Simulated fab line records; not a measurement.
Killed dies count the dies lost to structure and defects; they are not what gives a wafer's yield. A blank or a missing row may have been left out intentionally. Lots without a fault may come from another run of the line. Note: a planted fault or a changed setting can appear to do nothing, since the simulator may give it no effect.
Matching of chambers + flow n5Finfet + rieDiel-06 running N5_GATE_CUT_ETCH_58: 4 sister chambers
The step etches SiNx in CH3F/O2, target depth 17 nm, time 128.6 s. 8 wafers are shown with their chamber, then 8 later ones without.

WAFERS, EACH WITH ITS CHAMBER
| wafer  | chamber | drypumpMotorCurrentA (A) | throttleValvePct (%) |
|--------|---------|--------------------------|----------------------|
| L076.5 | 3       | 5.35                     | 16.42                |
| L078.2 | 2       | 5.89                     | 16.58                |
| L078.5 | 0       | 5.07                     | 16.21                |
| L079.2 | 2       | 5.91                     | 16.58                |
| L079.6 | 0       | 5.09                     | 16.23                |
| L084.4 | 1       | 5.44                     | 16.61                |
| L084.5 | 3       | 5.32                     | 16.46                |
| L085.1 | 1       | 5.46                     | 16.60                |

WAFERS MISSING THEIR CHAMBER
| wafer  | drypumpMotorCurrentA (A) | throttleValvePct (%) |
|--------|--------------------------|----------------------|
| L085.3 | 5.90                     | 16.60                |
| L085.6 | 5.92                     | 16.60                |
| L092.1 | 5.07                     | 16.27                |
| L092.2 | 5.35                     | 16.49                |
| L092.3 | 5.89                     | 16.61                |
| L095.2 | 5.04                     | 16.27                |
| L095.3 | 5.43                     | 16.12                |
| L095.6 | 5.92                     | 16.62                |

WHICH CHAMBER EACH ONE RAN IN
| wafer  | from the rows above     | in truth |
|--------|-------------------------|----------|
| L085.3 | 2                       | 2        |
| L085.6 | 2                       | 2        |
| L092.1 | 0                       | 0        |
| L092.2 | 3                       | 3        |
| L092.3 | 2                       | 2        |
| L095.2 | 0                       | 0        |
| L095.3 | can't be placed: 3 or 0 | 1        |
| L095.6 | 2                       | 2        |
Placed correctly: 7 of 8. Not placeable from these rows: 1 (in 0, the candidates include the true chamber). Placed wrongly: 0.
How it was worked out, from the rows above alone: a wafer's distance from a chamber is the root of the sum, over the readings, of the square of ((its reading less the chamber's mean) divided by the reading's scatter). The wafer belongs to the nearest chamber; if the next one is less than 2 further off, it can't be placed. The mean given for a chamber averages the wafers shown for that chamber. How the scatter is found: for the shown wafers, subtract from each reading the mean of its chamber, square and add these, divide the total by (wafers less chambers), then take the root.
